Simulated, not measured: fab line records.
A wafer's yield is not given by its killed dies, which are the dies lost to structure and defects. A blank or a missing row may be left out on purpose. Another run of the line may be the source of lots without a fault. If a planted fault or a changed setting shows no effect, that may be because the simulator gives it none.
Chamber matching | flow n5Finfet | 4 sister chambers for N5_SD_EPI_P_ETCH_47 on rieDiel-01
The step etches SiOCN in CH3F/O2, target depth 25 nm. 8 wafers are shown with their chamber, then 7 later ones without.

## WAFERS PAIRED WITH THEIR CHAMBERS
wafer  | chamber | drypumpMotorCurrentA (A) | showerheadPlenumPTorr (Torr)
L586.1 | 2       | 5.1                      | 2.05
L587.4 | 3       | 6.3                      | 1.98
L590.6 | 0       | 6.1                      | 2.06
L594.1 | 2       | 5.1                      | 2.04
L594.2 | 3       | 6.4                      | 1.98
L594.6 | 1       | 6.2                      | 2.06
L602.3 | 1       | 6.2                      | 2.05
L602.4 | 0       | 6.2                      | 2.06

## WAFERS WITH NO CHAMBER GIVEN
wafer  | drypumpMotorCurrentA (A) | showerheadPlenumPTorr (Torr)
L602.5 | 6.2                      | 2.05
L606.1 | 5.1                      | 2.03
L606.2 | 6.1                      | 2.05
L606.3 | 6.1                      | 2.06
L608.3 | 6.3                      | 1.97
L608.5 | 6.3                      | 1.97
L608.6 | 6.2                      | 2.06

## CHAMBER TAKEN BY EACH
wafer  | from the rows above     | in truth
L602.5 | can't be placed: 1 or 0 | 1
L606.1 | 2                       | 2
L606.2 | can't be placed: 1 or 0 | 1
L606.3 | can't be placed: 0 or 1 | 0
L608.3 | 3                       | 3
L608.5 | 3                       | 3
L608.6 | can't be placed: 0 or 1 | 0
Correct placement for 3 of the 7. Unplaceable from these rows: 4, with the true chamber sitting among the candidates in 4. Placed wrongly: 0.
How it was worked out, from the rows above alone: a wafer's distance from a chamber is the root of the sum, over the readings, of the square of ((its reading less the chamber's mean) divided by the reading's scatter). The wafer belongs to the nearest chamber; if the next one is less than 2 further off, it can't be placed. For every chamber, the mean is computed from those of its wafers that are shown. The scatter: the root of (the sum of the squares of (reading less its chamber's mean) over the shown wafers, divided by (wafers less chambers)).
